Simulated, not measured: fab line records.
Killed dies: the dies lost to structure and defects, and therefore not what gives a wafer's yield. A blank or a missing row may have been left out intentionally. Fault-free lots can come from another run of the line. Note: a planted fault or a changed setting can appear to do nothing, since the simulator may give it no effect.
Matching of chambers -- flow nand_harc -- rie_diel-01 running NHARC_A_SLIT_ETCH_29: 4 sister chambers
The step etches the open film in CF4/O2, target depth 100 nm, overetch 10 nm, time 55 s. 14 wafers are shown with their chamber, then 7 later ones without.

== EACH WAFER AND ITS CHAMBER ==
wafer,chamber,drypump_motor_current_A (A),rf_vpp_V (V),oes_product_au (a.u.)
L910.1,1,5.4,196.4,0.996
L910.2,2,5.9,198.7,1.001
L910.5,0,6.7,197.3,0.983
L912.3,0,6.7,197.2,0.987
L912.4,1,5.4,195.2,1.008
L912.5,0,6.7,197.4,0.991
L911.2,2,5.9,199.0,0.998
L911.4,0,6.7,197.3,0.986
L911.5,1,5.4,196.6,1.005
L915.4,1,5.4,195.4,1.007
L916.5,0,6.7,197.1,0.980
L916.6,1,5.4,196.4,1.006
L925.1,2,5.8,197.8,1.003
L925.3,3,6.5,199.7,0.988

SIGNATURES (means of the wafers above)
reading,chamber 0,chamber 1,chamber 2,chamber 3,scatter within a chamber
drypump_motor_current_A,6.700,5.400,5.867,6.500,0.0258
rf_vpp_V,197.260,196.000,198.500,199.700,0.501
oes_product_au,0.98540,1.00440,1.00067,0.98800,0.00418
Rule: a wafer's distance from a chamber is the root of the sum, over the readings, of the square of ((its reading less the chamber's mean) divided by the reading's scatter). If the next closest chamber is less than 2 further off than the closest, the wafer can't be placed; otherwise it belongs to the closest. How the scatter is found: for the shown wafers, subtract from each reading the mean of its chamber, square and add these, divide the total by (wafers less chambers), then take the root.

== WAFERS WITH NO CHAMBER GIVEN ==
wafer,drypump_motor_current_A (A),rf_vpp_V (V),oes_product_au (a.u.)
L925.6,5.4,196.6,1.004
L927.2,6.5,198.7,0.988
L927.3,5.4,195.3,1.001
L927.6,6.4,197.8,0.988
L929.3,6.4,197.1,0.989
L929.4,5.9,196.6,1.009
L929.5,6.7,197.4,0.999

== THE CHAMBER EACH PASSED THROUGH ==
wafer,from the rows above,in truth
L925.6,1,1
L927.2,3,3
L927.3,1,1
L927.6,3,3
L929.3,3,3
L929.4,2,2
L929.5,0,0
Correct placement for 7 of the 7. Not placeable from these rows: 0. Wrongly placed: 0.
